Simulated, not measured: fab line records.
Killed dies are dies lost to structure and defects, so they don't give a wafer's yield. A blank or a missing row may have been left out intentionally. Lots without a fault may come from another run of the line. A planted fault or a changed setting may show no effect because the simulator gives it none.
Lot-split experiment    flow n5-finfet    21 wafers read from 7 lots, route of 1938 steps

## SPLIT DETAILS
At N5_GATE_CUT_DESCUM_18 (chemistry O2, time 7 s), the setting time-s was moved away from the recipe's 7 s on 5 of the 21 wafers read, by -21.4% to -16.1%. For the rest of the wafers, this setting stayed at what the recipe calls for.

## BETWEEN THE SPLIT AND THE READING: the file shows 1 step in between
- N5_GATE_CUT_ETCH_28: etches underlayer in N2/H2, target depth 13 nm, time 10.4 s

## THE READING
CAR-EUV_of_GATE_CUT_COAT_07.thk-nm (the simulator's own value, which no gauge read), in nm, at N5_GATE_CUT_ETCH_36 (etches SiARC in CF4, target depth 13 nm, time 21.7 s). There is no usual value for it anywhere in the file. The 16 wafers here that ran the recipe average 6.9 nm, standard deviation 0.12 nm.

wafer   tool, chamber at the split  time-s as run, s  against the recipe  CAR-EUV_of_GATE_CUT_COAT_07.thk-nm, nm  against lot-mates on the recipe
L074.1  rie-diel-06, 2              5.874             -16.1%              7.6                                     +0.6
L074.5  rie-diel-06, 2              7                 recipe              7                                       -
L074.6  rie-diel-06, 0              7                 recipe              7                                       -
L076.1  rie-diel-01, 1              7                 recipe              6.8                                     -
L076.5  rie-diel-01, 1,2            7                 recipe              7                                       -
L076.6  rie-diel-01, 1,2            7                 recipe              7                                       -
L084.1  rie-diel-01, 0              7                 recipe              6.8                                     -
L084.3  rie-diel-01, 1              7                 recipe              7                                       -
L084.6  rie-diel-01, 0              7                 recipe              7                                       -
L085.1  rie-diel-03, 1              5.502             -21.4%              7.8                                     +0.6
L085.6  rie-diel-03, 2              5.502             -21.4%              7.8                                     +0.6
L085.5  rie-diel-03, 3              7                 recipe              7.2                                     -
L087.1  rie-diel-03, 2              7                 recipe              6.8                                     -
L087.2  rie-diel-03, 0              7                 recipe              6.8                                     -
L087.3  rie-diel-03, 1              7                 recipe              6.8                                     -
L089.4  rie-diel-01, 3              7                 recipe              7                                       -
L089.6  rie-diel-01, 2              7                 recipe              7                                       -
L089.5  rie-diel-01, 1              7                 recipe              6.8                                     -
L094.2  rie-diel-01, 0              7                 recipe              6.8                                     -
L094.5  rie-diel-01, 0              5.743             -18.0%              7.4                                     +0.6
L094.6  rie-diel-01, 3              5.743             -18.0%              7.4                                     +0.6
When a row names more than one chamber, that row covers several wafers, and the file does not tell which wafer ran in which chamber.

FIT RESULTS
A straight line over all 21 wafers: CAR-EUV_of_GATE_CUT_COAT_07.thk-nm changes by -0.036 nm for each +1% of time-s; r = -0.92; the points scatter about the line by 0.13 nm.
The same after taking each lot's own level away (the mean of its wafers on the recipe; 21 wafers): -0.0311 nm for each +1%; r = -0.96; scatter 0.073 nm.
That fit puts the effect of the largest move of time-s on the reading at 0.67 nm.
Across the lots, their own levels run from 6.80 to 7.20 nm, a range of 3.3 times the standard deviation given above.
In other words, the slope is changed by the lot-to-lot level; the two fits disagree.
Check: with one of the wafers moved furthest among these (-21.4%) left out of the fit, the line predicts +0.692 nm for it against its lot-mates. It came out at +0.6 nm against them.

## THE WHOLE CHAIN: every reading that the file lists as answering this split, in the file's order
step                   what it does                                                 reading                                                                              change (the file's fit)                 r (the file's)
N5_GATE_CUT_DESCUM_18  chemistry O2, time 7 s                                       CAR-EUV_of_GATE_CUT_COAT_07.thk-nm (the simulator's own value, which no gauge read)  -0.0379 nm for each +1% of the setting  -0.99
N5_GATE_CUT_ETCH_28    etches underlayer in N2/H2, target depth 13 nm, time 10.4 s  CAR-EUV_of_GATE_CUT_COAT_07.thk-nm (the simulator's own value, which no gauge read)  -0.0358 nm for each +1% of the setting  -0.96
N5_GATE_CUT_ETCH_36    etches SiARC in CF4, target depth 13 nm, time 21.7 s         CAR-EUV_of_GATE_CUT_COAT_07.thk-nm (the simulator's own value, which no gauge read)  -0.032 nm for each +1% of the setting   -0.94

## FILE'S OWN FIT
CAR-EUV_of_GATE_CUT_COAT_07.thk-nm changes by -0.032 nm for each +1% of time-s, r = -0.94.
